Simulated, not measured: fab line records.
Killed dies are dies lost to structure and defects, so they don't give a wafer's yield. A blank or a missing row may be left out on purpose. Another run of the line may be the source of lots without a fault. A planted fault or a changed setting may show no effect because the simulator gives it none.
Which tool did it? ; flow n5Finfet ; 10 lots with 28 wafers sampled at 5 steps, on a route of 1938 steps

WHAT THE GAUGES READ, wafer by wafer
N5_HKMG_FIN_INSPECT_14: inspects for defects (macro). Usual: rawDefectCount reads 2.0 (standard deviation 1.3).
lot;measured;on;rawDefectCount;flag
L398;day 4 11:22;defectInspect-02;3 2 1;
L399;day 4 17:44;defectInspect-02;4 4 0;
L401;day 5 02:04;defectInspect-02;4 2 2;
L405;day 6 01:44;defectInspect-02;1 0;
L406;day 6 09:59;defectInspect-02;2 1;
L412;day 7 18:13;defectInspect-01;1 1 4;
L415;day 8 17:48;defectInspect-02;2 2 3;
L416;day 8 22:56;defectInspect-01;3 2 2;
L419;day 9 17:28;defectInspect-02;0 2 1;
L420;day 10 01:50;defectInspect-01;2 1 1;

N5_BEOL_M4_RC_MEAS_101. Usual: DIBL_N 35.9 mV/V, standard deviation 1.7; DIBL_P 35.8 mV/V, standard deviation 2.2; IOFF_N 0.15 nA/um, standard deviation 0.03; IOFF_P 0.21 nA/um, standard deviation 0.036; ION_N 674 uA/um, standard deviation 12; ION_P 463 uA/um, standard deviation 7.2; SS_N 71.3 mV/dec, standard deviation 0.59; SS_P 73.1 mV/dec, standard deviation 0.69; VT_N 250 mV, standard deviation 3; VT_P -251 mV, standard deviation 3.2.
lot;measured;on;DIBL_N (mV/V);DIBL_P (mV/V);IOFF_N (nA/um);IOFF_P (nA/um);ION_N (uA/um);ION_P (uA/um);SS_N (mV/dec);SS_P (mV/dec);VT_N (mV);VT_P (mV);flag
L398;day 8 07:27;prober-01;37.5 36.1 36.9;37.2 35.1 35.8;0.17 0.15 0.16;0.22 0.18 0.20;684 672 664;464 462 461;71.0 70.5 70.1;73.8 73.2 72.9;247 250 248;-250 -251 -253;
L399;day 8 09:34;prober-01;34.2 33.6 34.9;33.4 33.0 34.2;0.13 0.12 0.14;0.20 0.19 0.20;674 658 668;468 462 462;71.0 71.3 71.7;72.0 72.1 73.0;249 254 252;-251 -250 -249;
L401;day 8 18:11;prober-01;36.8 36.7 36.3;37.1 36.6 36.3;0.17 0.16 0.17;0.23 0.22 0.22;676 678 682;469 469 472;71.6 71.8 71.7;73.7 73.8 73.7;250 252 249;-248 -249 -249;
L405;day 10 13:59;prober-01;35.7 35.9;37.4 36.5;0.15 0.14;0.20 0.21;675 675;467 467;71.2 71.5;73.1 73.0;250 254;-252 -249;
L406;day 10 21:38;prober-02;33.1 35.6;33.1 35.3;0.12 0.16;0.14 0.17;658 684;447 457;70.5 70.8;72.7 73.5;251 248;-258 -256;
L412;day 12 04:47;prober-01;35.3 34.1 37.2;38.2 35.7 39.6;0.16 0.14 0.20;0.22 0.18 0.25;668 680 685;457 469 466;71.4 71.1 72.2;74.3 73.4 74.7;250 249 245;-250 -251 -250;
L415;day 12 15:37;prober-02;36.7 35.7 37.8;33.2 32.5 34.5;0.15 0.14 0.17;0.19 0.18 0.21;676 680 683;463 466 467;71.3 71.3 71.7;72.7 72.5 73.6;250 250 248;-251 -253 -251;
L416;day 13 04:11;prober-01;33.5 32.6 36.3;33.8 31.7 35.8;0.13 0.11 0.17;0.19 0.17 0.22;670 645 681;464 447 468;70.4 70.0 71.0;72.4 72.1 73.4;250 252 251;-248 -251 -248;
L419;day 13 22:01;prober-02;35.8 37.6 34.1;36.1 38.6 33.2;0.15 0.19 0.12;0.21 0.25 0.16;673 686 665;461 467 455;71.4 72.0 70.5;73.9 74.6 72.6;248 246 255;-251 -249 -251;
L420;day 14 03:22;prober-02;33.7 36.1 34.0;34.0 36.2 34.3;0.11 0.14 0.11;0.16 0.18 0.15;667 675 658;464 457 457;70.3 71.2 70.8;72.1 73.5 72.1;256 254 255;-255 -251 -255;

WHAT TOOL EACH LOT RAN ON (gives the tool, then ch and the chambers of the sampled wafers, and finally the start)
lot;N5_HKMG_FIN_STRIP_93;N5_HKMG_FIN_ETCH_35;N5_HKMG_FIN_ALD_71
L398;rieDiel-05 ch 0,1,2, day 4 08:45;rieDiel-01 ch 0,1,3, day 4 11:41;aldMetal-04 ch 1,2, day 4 13:27
L399;rieDiel-02 ch 2,3, day 4 15:08;rieDiel-05 ch 0,1, day 4 18:04;aldMetal-03 ch 2,3, day 4 19:49
L401;rieDiel-01 ch 0,1,2, day 4 23:20;rieDiel-02 ch 0,1,3, day 5 02:29;aldMetal-04 ch 0,3, day 5 04:14
L405;rieDiel-05 ch 0,3, day 5 23:07;rieDiel-02 ch 0,3, day 6 02:05;aldMetal-03 ch 1,3, day 6 04:01
L406;rieDiel-01 ch 0,3, day 6 07:16;rieDiel-02 ch 0,3, day 6 10:19;aldMetal-01 ch 2, day 6 12:04
L412;rieDiel-02 ch 0,1,3, day 7 15:44;rieDiel-05 ch 1,2,3, day 7 19:00;aldMetal-01 ch 1,2, day 7 20:45
L415;rieDiel-01 ch 2,3, day 8 15:19;rieDiel-01 ch 0,1, day 8 18:08;aldMetal-04 ch 2,3, day 8 19:53
L416;rieDiel-02 ch 1,2,3, day 8 20:19;rieDiel-01 ch 2,3, day 8 23:16;aldMetal-03 ch 1,2,3, day 9 01:04
L419;rieDiel-02 ch 1,2,3, day 9 14:59;rieDiel-02 ch 0,1,3, day 9 18:05;aldMetal-03 ch 0,1,3, day 9 19:53
L420;rieDiel-05 ch 2,3, day 9 23:05;rieDiel-01 ch 0,1,2, day 10 02:28;aldMetal-01 ch 0,1,3, day 10 04:14
- N5_HKMG_FIN_STRIP_93: strips SOC in N2/H2, time 20 s.
- N5_HKMG_FIN_ETCH_35: etches SOC in N2/H2, target depth 215.8 nm, time 243.4 s.
- N5_HKMG_FIN_ALD_71: deposits TiN, target thk 1 nm, pulse time 1 s, purge time 3 s.

AS READ BY THE TOOLS THEMSELVES (means over the sampled wafers that have a number; for cases with no such wafer, the mark the record gives instead)
N5_HKMG_FIN_STRIP_93. Usual: drypumpMotorCurrentA 6.0 A, standard deviation 0.45; oesProductAu 0.79 a.u., standard deviation 0.095; rfVppV 54.3 V, standard deviation 0.84; showerheadPlenumPTorr 3.38 Torr, standard deviation 0.11; throttleValvePct 18.9 %, standard deviation 0.34.
lot;tool;drypumpMotorCurrentA (A);oesProductAu (a.u.);rfVppV (V);showerheadPlenumPTorr (Torr);throttleValvePct (%);flag
L398;rieDiel-05;5.8;0.72;53.8;3.34;19.1;
L399;rieDiel-02;6.4;0.89;54.3;3.50;18.8;
L401;rieDiel-01;5.6;0.73;54.0;3.33;19.0;
L405;rieDiel-05;5.5;0.79;54.8;3.44;18.9;
L406;rieDiel-01;5.8;0.85;54.1;3.31;19.1;
L412;rieDiel-02;6.0;0.76;53.6;3.30;18.9;
L415;rieDiel-01;5.5;0.87;54.6;3.44;19.3;
L416;rieDiel-02;6.2;0.78;54.8;3.40;19.0;
L419;rieDiel-02;6.1;0.78;54.2;3.40;19.0;
L420;rieDiel-05;5.6;0.93;54.7;3.38;18.8;

N5_HKMG_FIN_ETCH_35. Usual: drypumpMotorCurrentA 5.9 A, standard deviation 0.55; oesProductAu 0.77 a.u., standard deviation 0.089; rfVppV 141.7 V, standard deviation 1; runLengthS 266.8 s, standard deviation 0.55; showerheadPlenumPTorr 2.56 Torr, standard deviation 0.088; throttleValvePct 17.88 %, standard deviation 0.2.
lot;tool;drypumpMotorCurrentA (A);oesProductAu (a.u.);rfVppV (V);runLengthS (s);showerheadPlenumPTorr (Torr);throttleValvePct (%);flag
L398;rieDiel-01;6.0;0.70;141.0;266.7;2.51;18.14;
L399;rieDiel-05;5.8;0.72;141.8;267.1;2.53;17.88;
L401;rieDiel-02;6.0;0.78;142.2;267.0;2.51;17.76;
L405;rieDiel-02;6.3;0.79;141.2;272.5;2.49;17.70;OFF
L406;rieDiel-02;6.3;0.79;142.0;272.1;2.49;17.71;OFF
L412;rieDiel-05;5.8;0.76;141.7;266.7;2.57;17.74;
L415;rieDiel-01;6.2;0.77;141.2;266.5;2.57;17.99;
L416;rieDiel-01;5.2;0.81;141.5;266.7;2.61;17.95;
L419;rieDiel-02;6.0;0.75;141.9;266.9;2.49;17.82;
L420;rieDiel-01;5.6;0.77;143.0;266.8;2.61;17.96;

N5_HKMG_FIN_ALD_71. Usual: heaterPowerOuterW 529 W, standard deviation 52; heaterPowerW 862 W, standard deviation 64; precursorPulseHeightRel 1.000, standard deviation 0.021.
lot;tool;heaterPowerOuterW (W);heaterPowerW (W);precursorPulseHeightRel;flag
L398;aldMetal-04;508;834;1.013;
L399;aldMetal-03;534;862;0.990;
L401;aldMetal-04;473;826;0.991;
L405;aldMetal-03;506;826;1.005;
L406;aldMetal-01;565;950;0.988;
L412;aldMetal-01;572;916;0.988;
L415;aldMetal-04;536;881;1.008;
L416;aldMetal-03;502;829;1.006;
L419;aldMetal-03;519;848;1.005;
L420;aldMetal-01;567;900;0.986;

THE ANSWER, worked out from the rows above alone
Rule: a lot is off if the mean of its wafers that have a number lies more than 3 standard deviations from the usual mean. A lot without any number at a reading at which 4 lots or more have one is off too. The other lots that the step has rows for count as sound. Order of review: gauges by route order, followed by the tools' own readings, for which a lot's mean as printed above is used. At the first step where some lot is off, the reading lying furthest off is the one used; lots without a number count as furthest.
Off at N5_HKMG_FIN_ETCH_35 (runLengthS): L405, L406.
A tool fits if, at that step or a process step before it, it ran every lot that is off, and no sound lot after the first of them. Not one of the candidates tried fits.

WHAT THE SIMULATOR HAD INSERTED
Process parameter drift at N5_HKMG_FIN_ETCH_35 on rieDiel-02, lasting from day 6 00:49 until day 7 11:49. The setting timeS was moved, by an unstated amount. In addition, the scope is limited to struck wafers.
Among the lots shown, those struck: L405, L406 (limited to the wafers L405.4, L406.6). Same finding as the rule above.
